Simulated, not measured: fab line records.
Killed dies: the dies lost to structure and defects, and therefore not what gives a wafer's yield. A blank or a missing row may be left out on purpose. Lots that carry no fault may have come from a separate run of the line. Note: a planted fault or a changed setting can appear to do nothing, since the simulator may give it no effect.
A lot that was struck, set against a sound lot -- flow nandHarc -- 14 steps out of a route of 1302
Sound: these wafers, L844.3, L844.5, L844.6. Struck: wafer L851.1 (L851.2, L851.6, from the same lot, were not struck and are left out); the cause is given at the end.
For every step that has rows: the tool of each side, followed by ch and its chambers, followed by its first start. Under that, the readings that differ: sound wafers -- struck wafers -- difference of the means -- sigmas: that difference in standard deviations of wafers without a fault.
alike: same words and numbers on both sides, and readings whose means sit less than 2 such deviations apart. not compared: any withheld reading, any reading some wafer has no value for, any bound like >300 that may hide the same value, and any number with overlapping values for which the record gives no deviation.
A row with sigmas, a row that says differs or no value, or rows on one side alone: a step with any of these is where the two part. When numbers do not overlap yet have no deviation, they are printed without sigmas and do not part them. A reading missing from all wafers of one side parts the sides only when that side holds two or more wafers.

first, 5 steps without rows for these wafers: NHARC_A_CONTACT_SOFTBAKE_37 (time 55 s); NHARC_A_CONTACT_EBR_38; NHARC_A_CONTACT_EXPOSE_39 (exposes mask A CC 3); NHARC_A_CONTACT_PEB_40 (peb time 65 s); NHARC_A_CONTACT_DEVELOP_41 (develop time 35 s).
NHARC_A_CONTACT_CD_MEAS_42: target cd 300 nm.
  sound on cdSem-02 ch 0, day 21 13:02; struck on cdSem-03 ch 0, day 24 13:08
reading,sound,struck,difference,sigmas
cdNm (nm),299.1 299.7 299.0,302.2,+2.9,+3
NHARC_A_CONTACT_OVL_MEAS_43:
  sound on overlay-02 at day 21 13:07; struck on overlay-02 at day 24 13:13
reading,sound,struck,difference,sigmas
overlayXNm (nm),0.0 -0.5 0.0,1.9,+2.1,+2
overlayYNm (nm),-0.3 0.0 -0.4,1.5,+1.7,+2
NHARC_A_CONTACT_INSPECT_44:
  sound on defectInspect-02 at day 21 13:10; struck on defectInspect-02 at day 24 13:16
  alike: rawDefectCount
NHARC_A_CONTACT_DESCUM_47: chemistry O2, time 3 s.
  sound on rieDiel-01 ch 0,1,3, day 21 13:14; struck on rieDiel-13 ch 0, day 24 13:19
  alike: drypumpMotorCurrentA, oesProductAu, rfVppV, showerheadPlenumPTorr, throttleValvePct
  not compared: rfHoursCounterH
NHARC_A_CONTACT_ETCH_48: etches the open film in CF4, target depth 39 nm, time 65 s.
  sound on rieDiel-01 ch 0,2,3, day 21 13:20; struck on rieDiel-13 ch 0, day 24 13:25
  alike: cf4FlowSccm, drypumpMotorCurrentA, oesProductAu, rfVppV, runLengthS, showerheadPlenumPTorr, throttleValvePct
  not compared: rfHoursCounterH
NHARC_A_CONTACT_ETCH_49: etches the open film in N2/H2, target depth 260 nm, time 475.3 s.
  sound on rieDiel-01 ch 0,1; struck on rieDiel-13 ch 0
  alike: drypumpMotorCurrentA, h2FlowSccm, n2FlowSccm, oesProductAu, rfVppV, runLengthS, showerheadPlenumPTorr, throttleValvePct
  not compared: rfHoursCounterH
NHARC_A_CONTACT_ETCH_50: etches the open film in CF4/CHF3, target depth 121 nm, time 60.5 s.
  sound on rieDiel-01 ch 0,2,3; struck on rieDiel-13 ch 0
reading,sound,struck,difference,sigmas
cf4FlowSccm (sccm),100.7 100.1 100.2,99.5,-0.8,-3
  alike: drypumpMotorCurrentA, oesProductAu, rfVppV, runLengthS, showerheadPlenumPTorr, throttleValvePct
  not compared: rfHoursCounterH
NHARC_A_CONTACT_ETCH_51: etches the open film in O2/COS, target depth 7000 nm, time 1820 s.
  sound on rieDiel-01 ch 0,1,2, day 21 14:13; struck on rieDiel-13 ch 0, day 24 14:16
reading,sound,struck,difference,sigmas
runLengthS (s),1841.6 1841.6 1840.5,1332.1,-509.1,-99 or more
  alike: drypumpMotorCurrentA, oesProductAu, rfVppV, showerheadPlenumPTorr, throttleValvePct
  not compared: rfHoursCounterH
NHARC_A_CONTACT_ETCH_111: etches the open film in C4F8/O2/Ar, time 140 s, target depth 700 nm.
  sound on harCapEtch-01 ch 0,1, day 21 15:07; struck on harCapEtch-03 ch 1, day 24 15:33
reading,sound,struck,difference,sigmas
rfHoursCounterH (h),- - -,53,no value on the sound wafers,
  alike: runLengthS

== WHERE THEY PART ==
Last at NHARC_A_CONTACT_ETCH_111 as far as this record goes, first at NHARC_A_CONTACT_CD_MEAS_42.

WHY: whatever the simulator had introduced
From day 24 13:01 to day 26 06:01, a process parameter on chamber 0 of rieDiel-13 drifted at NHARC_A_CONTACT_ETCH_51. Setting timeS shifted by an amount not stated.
